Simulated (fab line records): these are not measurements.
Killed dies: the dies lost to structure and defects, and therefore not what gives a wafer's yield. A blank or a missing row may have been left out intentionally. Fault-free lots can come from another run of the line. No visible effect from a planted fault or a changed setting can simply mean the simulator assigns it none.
Matching of chambers / flow n5 finfet / rie diel-02 running N5_BEOL_M0_SAQP_SPACER1_ETCHBACK_99: 4 sister chambers
The step etches SiO2 in CHF3/O2, target depth 15.4 nm, time 7.7 s. 8 wafers are shown with their chamber, then 9 later ones without.

## WAFERS PAIRED WITH THEIR CHAMBERS
wafer=L081.6; chamber=0; showerhead plenum p Torr (Torr)=2.45; rf vpp V (V)=519
wafer=L084.1; chamber=1; showerhead plenum p Torr (Torr)=2.46; rf vpp V (V)=525
wafer=L086.1; chamber=3; showerhead plenum p Torr (Torr)=2.58; rf vpp V (V)=518
wafer=L086.2; chamber=2; showerhead plenum p Torr (Torr)=2.51; rf vpp V (V)=547
wafer=L086.3; chamber=1; showerhead plenum p Torr (Torr)=2.46; rf vpp V (V)=526
wafer=L087.1; chamber=2; showerhead plenum p Torr (Torr)=2.51; rf vpp V (V)=549
wafer=L087.2; chamber=3; showerhead plenum p Torr (Torr)=2.58; rf vpp V (V)=516
wafer=L087.5; chamber=0; showerhead plenum p Torr (Torr)=2.44; rf vpp V (V)=520

## WAFERS WHOSE CHAMBER IS MISSING
wafer=L091.1; showerhead plenum p Torr (Torr)=2.58; rf vpp V (V)=517
wafer=L091.2; showerhead plenum p Torr (Torr)=2.44; rf vpp V (V)=518
wafer=L091.4; showerhead plenum p Torr (Torr)=2.51; rf vpp V (V)=548
wafer=L076.2; showerhead plenum p Torr (Torr)=2.58; rf vpp V (V)=519
wafer=L076.3; showerhead plenum p Torr (Torr)=2.50; rf vpp V (V)=547
wafer=L076.5; showerhead plenum p Torr (Torr)=2.45; rf vpp V (V)=525
wafer=L094.4; showerhead plenum p Torr (Torr)=2.50; rf vpp V (V)=549
wafer=L094.5; showerhead plenum p Torr (Torr)=2.50; rf vpp V (V)=547
wafer=L094.6; showerhead plenum p Torr (Torr)=2.45; rf vpp V (V)=525

## EACH ONE'S CHAMBER
wafer=L091.1; from the rows above=3; in truth=3
wafer=L091.2; from the rows above=0; in truth=0
wafer=L091.4; from the rows above=2; in truth=2
wafer=L076.2; from the rows above=3; in truth=3
wafer=L076.3; from the rows above=2; in truth=2
wafer=L076.5; from the rows above=1; in truth=1
wafer=L094.4; from the rows above=2; in truth=2
wafer=L094.5; from the rows above=2; in truth=2
wafer=L094.6; from the rows above=1; in truth=1
Placed correctly: 9 of 9. Not placeable from these rows: 0. Wrongly placed: 0.
How it was worked out, from the rows above alone: a wafer's distance from a chamber is the root of the sum, over the readings, of the square of ((its reading less the chamber's mean) divided by the reading's scatter). The wafer belongs to the nearest chamber; if the next one is less than 2 further off, it can't be placed. A chamber's mean is the mean of its shown wafers. The scatter: the root of (the sum of the squares of (reading less its chamber's mean) over the shown wafers, divided by (wafers less chambers)).
